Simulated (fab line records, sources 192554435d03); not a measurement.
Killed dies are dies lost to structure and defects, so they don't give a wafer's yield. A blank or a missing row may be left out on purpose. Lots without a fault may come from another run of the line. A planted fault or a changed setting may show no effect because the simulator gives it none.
One fault seen from 2 desks | flow n5_finfet | each desk has only its own numbers; what lay behind them comes last

THE TOOL OWNER'S DESK: rie_diel-06
The tool's own readings at N5_BEOL_M11_ETCH_65 (etches SiARC in CF4, target depth 39 nm, time 65 s): means of the sampled wafers that have a number, for each lot that ran on this tool. A lot is out of limits, marked OUT, if its mean lies more than 4 standard deviations from the usual mean; the brackets give that distance. Of its 8 readings 7 are shown: the one that was out of limits first, and those that lie furthest out on some lot.
Columns: A = cf4_flow_sccm at N5_BEOL_M11_ETCH_65, usual 100.0 sccm; B = etch_rf_on_time_s at N5_BEOL_M11_ETCH_65, usual 64.5 s; C = mfc_ar_sccm at N5_BEOL_M11_ETCH_65, usual 100.0 sccm; D = oes_product_au at N5_BEOL_M11_ETCH_65, usual 0.70 a.u.; E = rf_vpp_V at N5_BEOL_M11_ETCH_65, usual 184.0 V; F = showerhead_plenum_p_Torr at N5_BEOL_M11_ETCH_65, usual 2.14 Torr; G = throttle_valve_pct at N5_BEOL_M11_ETCH_65, usual 15.56 %
lot  | first seen here | A     | B               | C     | D    | E     | F    | G
L770 | day 11 14:25    | 99.9  | 64.7            | 99.9  | 0.72 | 183.3 | 2.14 | 15.52
L767 | day 11 20:06    | 99.9  | 64.7            | 100.0 | 0.66 | 183.8 | 2.11 | 15.66
L774 | day 14 08:08    | 99.9  | 64.1            | 100.0 | 0.75 | 184.1 | 2.18 | 15.37
L778 | day 14 10:59    | 100.0 | 65.4            | 100.1 | 0.69 | 184.5 | 2.16 | 15.44
L777 | day 14 11:26    | 100.4 | 64.6            | 100.0 | 0.74 | 184.5 | 2.20 | 15.46
L780 | day 15 07:53    | 99.7  | 57.9 (-4.7) OUT | 99.8  | 0.83 | 184.5 | 2.20 | 15.48
This desk's finding: out of limits on L780; first on L780, day 15 07:53 (etch_rf_on_time_s at N5_BEOL_M11_ETCH_65). In limits: L770, L767, L774, L778, L777.

THE DEFECT DESK
What the inspections along the route counted, lot by lot: means of the sampled wafers that have a number. A lot is out of limits, marked OUT, if its mean lies more than 4 standard deviations from the usual mean; the brackets give that distance.
Columns: A = raw_defect_count at N5_BEOL_M11_INSPECT_30, usual 473
lot  | first seen here | A
L770 | day 11 14:21    | 579
L767 | day 11 19:57    | 370
L769 | day 12 08:25    | 451
L772 | day 12 18:35    | 360
L773 | day 12 20:51    | 651
L775 | day 14 05:12    | 544
L774 | day 14 08:02    | 490
L778 | day 14 10:55    | 571
L777 | day 14 11:06    | 435
L780 | day 15 07:33    | 413
This desk's finding: nothing out of limits on any of the 10 lots.

PUT TOGETHER
The tool owner's desk could have raised an alarm at day 15 07:53, on L780.
The defect desk saw nothing out of limits.
The defect desk has L780 on record, within its limits.
Of the lots named, all ran N5_BEOL_M11_ETCH_65 on rie_diel-06.

WHAT THE SIMULATOR HAD PUT IN
Process parameter drift: rie_diel-06, from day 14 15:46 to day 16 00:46, at N5_BEOL_M11_ETCH_65. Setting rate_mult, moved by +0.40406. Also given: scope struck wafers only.
Lots struck among those shown: L780.
Hours from the fault's start to each desk's first reading out of limits: the tool owner's desk, 16.
